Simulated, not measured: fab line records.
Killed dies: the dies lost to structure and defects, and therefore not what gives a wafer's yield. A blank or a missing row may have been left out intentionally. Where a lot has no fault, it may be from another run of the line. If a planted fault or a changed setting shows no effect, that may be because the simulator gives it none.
fab line records | flow n5Finfet
record lots=10 | wafers=28 | lastDay=17
route steps=1938 shown STI_FIN_REVEAL@196 DUMMY_GATE@232 BEOL_M4@1111 PASSIVATION@1936
lots that met no fault: taken from a fault-free run of the same line
startH: hours from the record's opening day to when the first of the lot's shown wafers began | waitH: hours elapsed since this lot's preceding step | " as in the row above | L1.1+2: a single row standing in for several wafers | - either no value or no given start | * or withheld: withheld | < > ~ a bound
route shown NAME@n: names a module that has steps shown in the file, with the first one's number in the route | usual: mean/standard deviation taken from wafers without a fault | same: alike in all rows | chamber/n: place in a boat | sites: readings site by site | _std_site: the standard deviation of these | _edge_site: outer sites' mean less inner sites' | radiusMm: how far each site lies from the wafer's centre | mask NAME#n: copy n | behind: tool/chamber where the wafer was last shaped | hold: cause of the lot's hold/its duration in hours/its outcome | device: names the non-switching transistor (n, p or np) | end of line: the tests these same wafers got at the end of their route | a step without rows: its recipe alone | killed: dies that structure and defects cost at the first sort, which is not the same as the wafer's yield | map: a wafer's dies, x killed, . not, _ none there
set.NAME: the setting as run; set.NAME@STEP: as run at that earlier step | model.NAME: the simulator's own value behind a step, which no gauge read
the route's steps for a sample of lots (tables are steps, rows are wafers)
services: a tool's chamber out of use, with start hour (startH, from the record's first day; less than 0 if before it), hours out, and reason
## steps
# step N5_STI_FIN_REVEAL_RECESS_09
# recipe chemistry=HF/NH3 | target=SiO2 | afsCycles=11 | targetDepthA=425 | tempC=30 | sublimationTempC=180 | sublimationTimeS=60
# usual drypumpMotorCurrentA=5.7/0.57
lot.wafer | tool         | chamber | startH | waitH | drypumpMotorCurrentA
L133.2    | vaporEtch-01 | 0       | 35.49  | 0.0   | 5.2
L133.5    | "            | 0       | 36.55  | 1.1   | 5.2
L133.6    | "            | 1       | "      | "     | 6.4
L134.1    | vaporEtch-01 | 1       | 41.73  | 0.0   | 6.4
L134.2    | "            | 0       | "      | "     | 5.2
L134.4    | "            | 1       | "      | "     | 6.4
L138.3    | vaporEtch-02 | 1       | 67.09  | 0.6   | 5.4
L138.4    | "            | 0       | "      | "     | 5.6
L138.6    | "            | 0       | "      | "     | 5.6
L143.1    | vaporEtch-02 | 0       | 100.06 | 0.0   | 5.6
L143.2    | "            | 1       | "      | "     | 5.4
L143.5    | "            | 0       | 101.12 | 1.1   | 5.6
L146.1    | vaporEtch-01 | 0       | 114.07 | 0.0   | 5.2
L146.4    | "            | 0       | "      | "     | 5.2
L149.1    | vaporEtch-01 | 0       | 131.47 | 0.0   | 5.2
L149.3    | "            | 1       | "      | "     | 6.4
L149.6    | "            | 1       | "      | "     | 6.4
L150.2    | vaporEtch-01 | 1       | 137.71 | 0.0   | 6.4
L150.4    | "            | 0       | "      | "     | 5.2
L150.5    | "            | 0       | "      | "     | 5.2
L152.1    | vaporEtch-01 | 1       | 149.61 | 0.0   | 6.4
L152.4    | "            | 1       | "      | "     | 6.4
L155.1    | vaporEtch-01 | 1       | 167.26 | 0.0   | 6.4
L155.4    | "            | 1       | "      | "     | 6.4
L155.5    | "            | 1       | "      | "     | 6.4
L156.3    | vaporEtch-01 | 1       | 172.30 | 0.6   | 6.4
L156.4    | "            | 0       | "      | "     | 5.2
L156.5    | "            | 0       | "      | "     | 5.2
# step N5_STI_FIN_REVEAL_CD_MEAS_22
# recipe targetCdNm=6.238 | pitchNm=28 | polarity=line
# usual cdNm=6.32/0.27
lot.wafer | tool     | chamber | startH | waitH | cdNm
L133.2    | cdSem-02 | -       | 38.16  | 0.0   | 6.28
L133.5    | "        | -       | "      | "     | 6.65
L133.6    | "        | -       | "      | "     | 6.33
L134.1    | cdSem-02 | -       | 44.55  | 0.0   | 6.80
L134.2    | "        | -       | "      | "     | 6.44
L134.4    | "        | -       | "      | "     | 6.73
L138.3    | cdSem-02 | -       | 69.24  | 0.0   | 6.62
L138.4    | "        | -       | "      | "     | 6.56
L138.6    | "        | -       | "      | "     | 6.65
L143.1    | cdSem-02 | -       | 103.02 | 0.0   | 6.59
L143.2    | "        | -       | "      | "     | 6.95
L143.5    | "        | -       | "      | "     | 6.48
L146.1    | cdSem-01 | -       | 116.73 | 0.0   | 6.11
L146.4    | "        | -       | "      | "     | 6.21
L149.1    | cdSem-01 | -       | 134.17 | 0.0   | 6.48
L149.3    | "        | -       | "      | "     | 6.11
L149.6    | "        | -       | "      | "     | 6.36
L150.2    | cdSem-03 | -       | 140.41 | 0.0   | 6.30
L150.4    | "        | -       | "      | "     | 6.19
L150.5    | "        | -       | "      | "     | 6.60
L152.1    | cdSem-02 | -       | 152.31 | 0.0   | 6.27
L152.4    | "        | -       | "      | "     | 6.54
L155.1    | cdSem-02 | -       | 169.93 | 0.0   | 6.33
L155.4    | "        | -       | "      | "     | 5.94
L155.5    | "        | -       | "      | "     | 5.94
L156.3    | cdSem-03 | -       | 174.44 | 0.0   | 6.56
L156.4    | "        | -       | "      | "     | 6.54
L156.5    | "        | -       | "      | "     | 6.46
# step N5_DUMMY_GATE_OVL_MEAS_16
# recipe pointsPerWafer=522
# usual GATE_OVL=-0.3/0.59
lot.wafer | tool       | chamber | startH | waitH | GATE_OVL[nm]
L133.2    | overlay-02 | 0       | 46.94  | 0.0   | 1.2
L133.5    | "          | 0       | "      | "     | -1.6
L133.6    | "          | 0       | "      | "     | -0.3
L134.1    | overlay-01 | 0       | 53.62  | 0.0   | 0.6
L134.2    | "          | 0       | "      | "     | 0.1
L134.4    | "          | 0       | "      | "     | -0.7
L138.3    | overlay-01 | 0       | 77.87  | 0.0   | -0.5
L138.4    | "          | 0       | "      | "     | -0.2
L138.6    | "          | 0       | "      | "     | -0.8
L143.1    | overlay-01 | 0       | 111.79 | 0.0   | -0.4
L143.2    | "          | 0       | "      | "     | 0.5
L143.5    | "          | 0       | "      | "     | -1.3
L146.1    | overlay-02 | 0       | 125.90 | 0.0   | -0.3
L146.4    | "          | 0       | "      | "     | -0.2
L149.1    | overlay-01 | 0       | 146.30 | 0.0   | 0.1
L149.3    | "          | 0       | "      | "     | 0.2
L149.6    | "          | 0       | "      | "     | 0.0
L150.2    | overlay-01 | 0       | 149.18 | 0.0   | -1.0
L150.4    | "          | 0       | "      | "     | -0.9
L150.5    | "          | 0       | "      | "     | -0.9
L152.1    | overlay-02 | 0       | 161.06 | 0.0   | 0.4
L152.4    | "          | 0       | "      | "     | 1.0
L155.1    | overlay-01 | 0       | 178.67 | 0.0   | 0.2
L155.4    | "          | 0       | "      | "     | -1.4
L155.5    | "          | 0       | "      | "     | 0.3
L156.3    | overlay-01 | 0       | 183.09 | 0.0   | 0.2
L156.4    | "          | 0       | "      | "     | 0.4
L156.5    | "          | 0       | "      | "     | 0.7
# step N5_DUMMY_GATE_TRIM_49
# recipe chemistry=O2 | resist=SOC | timeS=29 | targetCdNm=14 | sourcePowerW=300 | biasPowerW=0 | O2_flow_sccm=100 | tempC=20
# usual chamberPressureMTorr=60.00/0.057 | drypumpMotorCurrentA=5.7/0.57 | oesProductAu=1.003/0.024 | throttleValvePct=8.20/0.14
lot.wafer | tool     | chamber | startH | waitH | chamberPressureMTorr | drypumpMotorCurrentA | oesProductAu | rfHoursCounterH | throttleValvePct
L133.2    | rieSi-06 | 0       | 47.50  | 0.0   | 59.97                | 5.6                  | 1.032        | 176             | 8.17
L133.5    | "        | 2       | "      | "     | 59.98                | 6.0                  | 0.996        | -               | 7.97
L133.6    | "        | 1       | "      | "     | 59.97                | 5.1                  | 0.992        | -               | 8.01
L134.1    | rieSi-02 | 3       | 53.94  | 0.0   | 60.05                | 5.4                  | 1.003        | 18              | 8.17
L134.2    | "        | 1       | "      | "     | 59.95                | 4.7                  | 0.970        | 140             | 8.20
L134.4    | "        | 2       | "      | "     | 59.96                | 5.3                  | 0.961        | 62              | 8.44
L138.3    | rieSi-02 | 2       | 78.18  | 0.0   | 60.04                | 5.3                  | 0.957        | 63              | 8.44
L138.4    | "        | 1       | "      | "     | 59.94                | 4.7                  | 0.973        | 141             | 8.22
L138.6    | "        | 3       | "      | "     | 60.04                | 5.4                  | 0.991        | -               | 8.16
L143.1    | rieSi-06 | 3       | 112.11 | 0.0   | 59.94                | 6.6                  | 1.041        | 82              | 8.23
L143.2    | "        | 1       | "      | "     | 60.04                | 5.1                  | 0.990        | 71              | 7.99
L143.5    | "        | 3       | "      | "     | 59.91                | 6.6                  | 1.032        | -               | 8.20
L146.1    | rieSi-02 | 1       | 126.69 | 0.0   | 60.06                | 4.7                  | 0.977        | 142             | 8.22
L146.4    | "        | 3       | "      | "     | 60.00                | 5.4                  | 1.291        | 19              | 8.17
L149.1    | rieSi-02 | 2       | 146.62 | 0.0   | 59.97                | 5.3                  | 0.965        | 64              | 8.41
L149.3    | "        | 1       | "      | "     | 60.04                | 4.7                  | 0.966        | 142             | 8.21
L149.6    | "        | 0       | "      | "     | 60.00                | 6.0                  | 1.316        | -               | 8.26
L150.2    | rieSi-06 | 0       | 149.49 | 0.0   | 59.98                | 5.6                  | 1.045        | 178             | 8.17
L150.4    | "        | 2       | "      | "     | 60.02                | 6.0                  | 1.016        | 62              | 7.98
L150.5    | "        | 2       | "      | "     | 59.98                | 6.0                  | 1.012        | -               | 7.98
L152.1    | rieSi-02 | 1       | 161.38 | 0.0   | 59.99                | 4.7                  | 0.974        | 142             | 8.20
L152.4    | "        | 3       | "      | "     | 60.04                | 5.4                  | 1.305        | 20              | 8.18
L155.1    | rieSi-04 | 2       | 178.99 | 0.0   | 60.04                | 6.4                  | 1.005        | 64              | 8.03
L155.4    | "        | 3       | "      | "     | 60.07                | 6.7                  | 1.014        | 185             | 8.52
L155.5    | "        | 1       | "      | "     | 60.00                | 5.9                  | 0.999        | -               | 8.18
L156.3    | rieSi-06 | 3       | 183.40 | 0.0   | 60.03                | 6.6                  | 1.035        | 83              | 8.21
L156.4    | "        | 2       | "      | "     | 60.04                | 6.0                  | 1.008        | -               | 7.98
L156.5    | "        | 1       | "      | "     | 60.00                | 5.1                  | 0.984        | -               | 8.02
# step N5_DUMMY_GATE_CD_MEAS_50
# recipe targetCdNm=14
# usual cdNm=13.9/0.37
lot.wafer | tool     | chamber | startH | waitH | cdNm
L133.2    | cdSem-02 | -       | 47.65  | 0.0   | 13.7
L133.5    | "        | -       | "      | "     | 14.0
L133.6    | "        | -       | "      | "     | 13.0
L134.1    | cdSem-03 | -       | 54.09  | 0.0   | 13.3
L134.2    | "        | -       | "      | "     | 13.5
L134.4    | "        | -       | "      | "     | 12.8
L138.3    | cdSem-03 | -       | 78.34  | 0.0   | 13.9
L138.4    | "        | -       | "      | "     | 13.4
L138.6    | "        | -       | "      | "     | 14.0
L143.1    | cdSem-03 | -       | 112.27 | 0.0   | 13.9
L143.2    | "        | -       | "      | "     | 13.4
L143.5    | "        | -       | "      | "     | 14.1
L146.1    | cdSem-03 | -       | 126.83 | 0.0   | 13.8
L146.4    | "        | -       | "      | "     | 9.3
L149.1    | cdSem-01 | -       | 146.77 | 0.0   | 13.5
L149.3    | "        | -       | "      | "     | 13.8
L149.6    | "        | -       | "      | "     | 10.2
L150.2    | cdSem-02 | -       | 149.71 | 0.0   | 14.2
L150.4    | "        | -       | "      | "     | 13.8
L150.5    | "        | -       | "      | "     | 14.1
L152.1    | cdSem-01 | -       | 161.53 | 0.0   | 13.9
L152.4    | "        | -       | "      | "     | 10.2
L155.1    | cdSem-03 | -       | 179.14 | 0.0   | 14.2
L155.4    | "        | -       | "      | "     | 13.8
L155.5    | "        | -       | "      | "     | 13.8
L156.3    | cdSem-02 | -       | 183.55 | 0.0   | 14.5
L156.4    | "        | -       | "      | "     | 14.0
L156.5    | "        | -       | "      | "     | 13.8
# step N5_DUMMY_GATE_CD_MEAS_24
# recipe targetCdNm=15
# usual cdNm=14.9/0.38
lot.wafer | tool     | chamber | startH | waitH | cdNm
L133.2    | cdSem-03 | -       | 48.14  | 0.1   | 15.2
L133.5    | "        | -       | "      | "     | 15.3
L133.6    | "        | -       | "      | "     | 14.3
L134.1    | cdSem-02 | -       | 54.58  | 0.1   | 14.1
L134.2    | "        | -       | "      | "     | 14.6
L134.4    | "        | -       | "      | "     | 14.3
L138.3    | cdSem-01 | -       | 78.84  | 0.1   | 15.0
L138.4    | "        | -       | "      | "     | 14.5
L138.6    | "        | -       | "      | "     | 14.4
L143.1    | cdSem-03 | -       | 112.76 | 0.1   | 15.2
L143.2    | "        | -       | "      | "     | 14.4
L143.5    | "        | -       | "      | "     | 14.7
L146.1    | cdSem-02 | -       | 127.33 | 0.1   | 14.7
L146.4    | "        | -       | "      | "     | 10.7
L149.1    | cdSem-02 | -       | 147.26 | 0.1   | 14.9
L149.3    | "        | -       | "      | "     | 14.4
L149.6    | "        | -       | "      | "     | 11.5
L150.2    | cdSem-03 | -       | 150.23 | 0.1   | 15.7
L150.4    | "        | -       | "      | "     | 14.8
L150.5    | "        | -       | "      | "     | 15.6
L152.1    | cdSem-02 | -       | 162.02 | 0.1   | 14.9
L152.4    | "        | -       | "      | "     | 11.6
L155.1    | cdSem-01 | -       | 179.67 | 0.1   | 15.3
L155.4    | "        | -       | "      | "     | 14.7
L155.5    | "        | -       | "      | "     | 14.4
L156.3    | cdSem-03 | -       | 184.05 | 0.1   | 15.4
L156.4    | "        | -       | "      | "     | 14.2
L156.5    | "        | -       | "      | "     | 15.1
# step N5_BEOL_M4_RC_MEAS_101
# usual DIBL_N=36.8/2.1 | DIBL_P=37.1/2.2 | IOFF_N=0.18/0.037 | IOFF_P=0.23/0.041 | ION_N=682/13 | ION_P=467/8.6 | SS_N=71.7/0.61 | SS_P=73.5/0.6 | VT_N=248/3.4 | VT_P=-249/3.5
lot.wafer | tool      | chamber | startH | waitH | DIBL_N[mV/V] | DIBL_P[mV/V] | IOFF_N[nA/um] | IOFF_P[nA/um] | ION_N[uA/um] | ION_P[uA/um] | SS_N[mV/dec] | SS_P[mV/dec] | VT_N[mV] | VT_P[mV]
L133.2    | prober-01 | 0       | 165.44 | 0.2   | 35.8         | 36.0         | 0.16          | 0.24          | 689          | 488          | 71.3         | 73.0         | 246      | -246
L133.5    | "         | 0       | "      | "     | 36.0         | 36.6         | 0.16          | 0.24          | 682          | 473          | 71.6         | 73.7         | 248      | -245
L133.6    | "         | 0       | "      | "     | 37.5         | 38.2         | 0.18          | 0.26          | 693          | 484          | 71.4         | 73.5         | 246      | -244
L134.1    | prober-01 | 0       | 169.10 | 0.0   | 39.8         | 39.1         | 0.22          | 0.26          | 695          | 474          | 72.5         | 74.0         | 244      | -249
L134.2    | "         | 0       | "      | "     | 39.1         | 37.5         | 0.19          | 0.23          | 691          | 467          | 72.8         | 73.8         | 247      | -247
L134.4    | "         | 0       | "      | "     | 40.5         | 39.5         | 0.24          | 0.28          | 706          | 479          | 72.6         | 73.9         | 245      | -246
L138.3    | prober-01 | 0       | 200.56 | 0.3   | 41.3         | 39.9         | 0.26          | 0.28          | 677          | 464          | 73.4         | 75.0         | 244      | -247
L138.4    | "         | 0       | "      | "     | 43.3         | 42.7         | 0.29          | 0.34          | 697          | 470          | 73.4         | 75.1         | 242      | -244
L138.6    | "         | 0       | "      | "     | 42.2         | 40.4         | 0.26          | 0.28          | 691          | 465          | 72.7         | 74.4         | 244      | -250
L143.1    | prober-02 | 0       | 233.88 | 0.0   | 37.8         | 39.9         | 0.21          | 0.22          | 706          | 474          | 71.9         | 74.5         | 246      | -250
L143.2    | "         | 0       | "      | "     | 39.9         | 42.8         | 0.27          | 0.27          | 712          | 475          | 72.3         | 74.2         | 241      | -249
L143.5    | "         | 0       | "      | "     | 37.2         | 39.6         | 0.21          | 0.21          | 691          | 470          | 71.8         | 73.7         | 246      | -251
L146.1    | prober-01 | 0       | 256.16 | 0.0   | 39.6         | 37.3         | 0.22          | 0.26          | 700          | 475          | 72.6         | 73.7         | 244      | -247
L149.1    | prober-01 | 0       | 263.00 | 0.0   | 37.1         | 38.6         | 0.18          | 0.24          | 703          | 480          | 71.6         | 73.7         | 249      | -243
L149.3    | "         | 0       | "      | "     | 37.8         | 38.4         | 0.18          | 0.24          | 694          | 478          | 71.5         | 73.5         | 248      | -247
L150.2    | prober-02 | 0       | 264.38 | 0.2   | 36.9         | 36.8         | 0.17          | 0.25          | 680          | 471          | 71.7         | 74.0         | 249      | -246
L150.4    | "         | 0       | "      | "     | 35.8         | 35.3         | 0.15          | 0.23          | 683          | 474          | 71.4         | 73.1         | 251      | -246
L150.5    | "         | 0       | "      | "     | 34.8         | 34.7         | 0.15          | 0.22          | 688          | 474          | 71.4         | 72.6         | 251      | -247
L152.1    | prober-02 | 0       | 281.75 | 0.0   | 34.4         | 33.9         | 0.13          | 0.19          | 686          | 464          | 70.8         | 72.9         | 250      | -247
L155.1    | prober-01 | 0       | 296.41 | 0.0   | 35.1         | 37.3         | 0.16          | 0.20          | 677          | 466          | 70.8         | 72.6         | 249      | -250
L155.4    | "         | 0       | "      | "     | 35.8         | 37.5         | 0.16          | 0.20          | 684          | 464          | 71.4         | 73.9         | 250      | -250
L155.5    | "         | 0       | "      | "     | 37.7         | 41.0         | 0.22          | 0.26          | 690          | 468          | 71.8         | 74.3         | 247      | -248
L156.3    | prober-01 | 0       | 306.84 | 0.3   | 36.3         | 35.6         | 0.15          | 0.20          | 679          | 466          | 71.5         | 73.2         | 249      | -251
L156.4    | "         | 0       | "      | "     | 38.0         | 38.2         | 0.18          | 0.25          | 682          | 469          | 72.5         | 74.5         | 248      | -249
L156.5    | "         | 0       | "      | "     | 37.9         | 38.1         | 0.18          | 0.24          | 688          | 469          | 71.8         | 73.6         | 249      | -247
# step N5_PASSIVATION_PROBE_49
# usual defectLimitedYield=91.0/1.4 | killed_at_M0_to_M3=35/10 | killed_at_M4_up=13/6 | killedAtContacts=13/6.4 | killedAtFrontEnd=42/12 | killedAtOther=3.2/2.4 | killedDies=107/17 | killedOnRim=15/4.1 | killedOpen=69/13 | killedShort=33/7.3 | sort_bin_4_leakage=0.00/0.022 | sort_bin_5_function=5.3/0.92 | sort_bin_6_memory=3.3/0.66 | sortNPass=1073/17 | sortYieldPct=90.9/1.4
# same grossDies=1180 | killedAtBackSide=0 | sort_bin_8_speed[%]=0
lot.wafer | tool      | chamber | startH | waitH | defectLimitedYield[%] | killed_at_M0_to_M3 | killed_at_M4_up | killedAtContacts | killedAtFrontEnd | killedAtOther | killedDies | killedOnRim | killedOpen | killedShort | sort_bin_4_leakage[%] | sort_bin_5_function[%] | sort_bin_6_memory[%] | sortNPass | sortYieldPct[%]
L149.1    | prober-01 | -       | 368.96 | 0.0   | 89.6                  | 27                 | 17              | 16               | 57               | 6             | 123        | 21          | 73         | 38          | 0                     | 5.2                    | 3.8                  | 1057      | 89.6
L149.3    | prober-01 | -       | 369.06 | 0.1   | 92.0                  | 37                 | 23              | 10               | 21               | 3             | 94         | 15          | 64         | 27          | 0                     | 4.5                    | 3.3                  | 1086      | 92.0
L149.6    | prober-01 | -       | 369.21 | 0.3   | 0.6                   | 35                 | 9               | 14               | 1107             | 8             | 1173       | 148         | 73         | 28          | 0.51                  | 96.3                   | 3.1                  | 1         | 0.1
L146.1    | prober-02 | -       | 369.26 | 0.3   | 88.9                  | 29                 | 30              | 19               | 51               | 2             | 131        | 22          | 83         | 44          | 0                     | 6.5                    | 4.1                  | 1049      | 88.9
L146.4    | prober-02 | -       | 369.41 | 0.5   | 0.2                   | 26                 | 25              | 11               | 1109             | 7             | 1178       | 150         | 80         | 21          | 0.17                  | 97.2                   | 2.5                  | 0         | 0
L150.2    | prober-01 | -       | 369.31 | 0.4   | 91.6                  | 46                 | 13              | 7                | 32               | 1             | 99         | 7           | 63         | 33          | 0                     | 5.6                    | 2.5                  | 1081      | 91.6
L152.1    | prober-02 | -       | 392.04 | 0.0   | 89.3                  | 22                 | 7               | 24               | 67               | 6             | 126        | 20          | 89         | 37          | 0                     | 6.2                    | 4.0                  | 1054      | 89.3
L152.4    | prober-02 | -       | 392.19 | 0.2   | 1.9                   | 30                 | 14              | 18               | 1095             | 1             | 1158       | 135         | 89         | 34          | 1.61                  | 93.6                   | 4.2                  | 3         | 0.3
L155.1    | prober-02 | -       | 409.21 | 0.0   | 93.0                  | 33                 | 8               | 17               | 22               | 3             | 83         | 13          | 60         | 21          | 0                     | 3.1                    | 3.5                  | 1097      | 93.0
# killed by level:class
L149.1 MOL_CONTACT_COAG:geometricParticle:open=13 GATE_CUT:geometricParticle:short=11 HKMG_FIN:areaEtch=10 FIN_SAQP:geometricParticle:open=7 BEOL_M3:geometricParticle:open=7 FIN_SAQP:geometricParticle:short=6 STI_FIN_REVEAL:geometricParticle:open=5 BEOL_M1:geometricParticle:open=5
L149.3 BEOL_M2:geometricParticle:open=9 MOL_CONTACT_COAG:geometricParticle:open=8 BEOL_M3:geometricParticle:open=6 BEOL_M4:geometricParticle:open=6 ILD0:geometricParticle:open=5 BEOL_M0_SAQP:geometricParticle:short=5 BEOL_M6:geometricParticle:open=5 BEOL_M0:geometricParticle:short=4
L149.6 DUMMY_GATE:areaTrim=1071 BEOL_M0_SAQP:geometricParticle:open=9 MOL_CONTACT_COAG:geometricParticle:open=8 BEOL_M2:geometricParticle:open=8 STI_FIN_REVEAL:geometricParticle:open=7 FIN_SAQP:geometricParticle:open=6 MOL_CONTACT_COAG:geometricParticle:short=6 BEOL_M3:geometricParticle:open=6
L146.1 STI_FIN_REVEAL:geometricParticle:open=14 MOL_CONTACT_COAG:geometricParticle:open=14 BEOL_M4:geometricParticle:open=13 FIN_SAQP:geometricParticle:short=9 STI_FIN_REVEAL:geometricParticle:short=8 FIN_SAQP:geometricParticle:open=8 BEOL_M3:geometricParticle:open=7 BEOL_M2:geometricParticle:open=6
L150.2 BEOL_M2:geometricParticle:open=12 BEOL_M3:geometricParticle:open=11 FIN_SAQP:geometricParticle:open=8 GATE_CUT:geometricParticle:short=6 BEOL_M0_SAQP:geometricParticle:short=6 GATE_CUT:geometricParticle:open=5 BEOL_M0_SAQP:geometricParticle:open=5 BEOL_M1:geometricParticle:open=5
L146.4 DUMMY_GATE:areaTrim=1076 STI_FIN_REVEAL:geometricParticle:open=13 BEOL_M4:geometricParticle:open=13 BEOL_M3:geometricParticle:open=8 MOL_CONTACT_COAG:geometricParticle:open=7 BEOL_M2:geometricParticle:open=7 BEOL_M1:geometricParticle:open=5 GATE_CUT:geometricParticle:open=5
L152.1 STI_FIN_REVEAL:geometricParticle:open=26 MOL_CONTACT_COAG:geometricParticle:open=16 FIN_SAQP:geometricParticle:open=13 MOL_CONTACT_COAG:geometricParticle:short=8 BEOL_M3:geometricParticle:open=7 FIN_SAQP:geometricParticle:short=6 BEOL_M0_SAQP:geometricParticle:short=5 GATE_CUT:geometricParticle:open=3
L152.4 DUMMY_GATE:areaTrim=1035 FIN_SAQP:geometricParticle:open=19 STI_FIN_REVEAL:geometricParticle:open=17 MOL_CONTACT_COAG:geometricParticle:open=15 FIN_SAQP:geometricParticle:short=10 BEOL_M0_SAQP:geometricParticle:short=6 BEOL_M0_SAQP:geometricParticle:open=6 BEOL_M2:geometricParticle:open=6
L155.1 MOL_CONTACT_COAG:geometricParticle:open=13 BEOL_M0_SAQP:geometricParticle:open=11 STI_FIN_REVEAL:geometricParticle:open=5 BEOL_M4:geometricParticle:open=5 BEOL_M3:geometricParticle:open=4 MOL_CONTACT_COAG:geometricParticle:short=4 BEOL_M0_SAQP:geometricParticle:short=4 BEOL_M0:geometricParticle:open=4
## services
tool         | chamber | startH | hours | kind
vaporEtch-02 | 0       | 19.60  | 7.1   | repair
rieSi-02     | 1       | 21.22  | 3.4   | repair
rieSi-04     | -       | 31.53  | 0.3   | repair
vaporEtch-01 | -       | 48.34  | 0.5   | repair
rieSi-04     | 3       | 60.01  | 4.9   | repair
rieSi-04     | 0       | 83.01  | 2.3   | repair
rieSi-02     | -       | 106.70 | 0.2   | repair
rieSi-06     | 2       | 121.47 | 3.3   | repair
rieSi-04     | 1       | 146.28 | 10.1  | repair
rieSi-06     | 0       | 180.74 | 6.8   | repair
## key
firstSign step=N5_DUMMY_GATE_TRIM_49 | reading=oesProductAu | direction=up | sigmas=12 | usual=1.003 | struck=1.304
effect step=N5_DUMMY_GATE_CD_MEAS_50 | reading=cdNm | direction=down | sigmas=11 | usual=13.9 | struck=9.9
effect step=N5_DUMMY_GATE_CD_MEAS_24 | reading=cdNm | direction=down | sigmas=9.5 | usual=14.9 | struck=11.3
effect step=N5_PASSIVATION_PROBE_49 | reading=sort_bin_5_function | direction=up | sigmas=98 | usual=5.3 | struck=95.7
moreKillsBornAt N5_DUMMY_GATE_TRIM_49@rieSi-02=3182
metAt N5_DUMMY_GATE_TRIM_49
struckLots L146,L149,L152
struckWafers L146.4,L149.6,L152.4
laterRowsLeftOut L146.4,L149.6,L152.4
baselineLoss step=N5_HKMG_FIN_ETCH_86 | wafers=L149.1
notActingAt N5_STI_FIN_REVEAL_RECESS_09,N5_STI_FIN_REVEAL_CD_MEAS_22,N5_DUMMY_GATE_OVL_MEAS_16
onsetBetween 78.18 126.69
fault kind=processParameterDrift | tool=rieSi-02 | chamber=- | onsetH=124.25 | steps=N5_DUMMY_GATE_TRIM_49 | channel=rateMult | offset=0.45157 | shape=step | endH=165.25 | scope=struckWafersOnly
# laterRowsLeftOut: the simulator's readings of these wafers behind a module that went badly wrong aren't trusted and aren't shown, but for the sort
# baselineLoss: these wafers lose ten dies or more at that step, a loss of the line's own and not of a fault; the sort's usual values leave them out
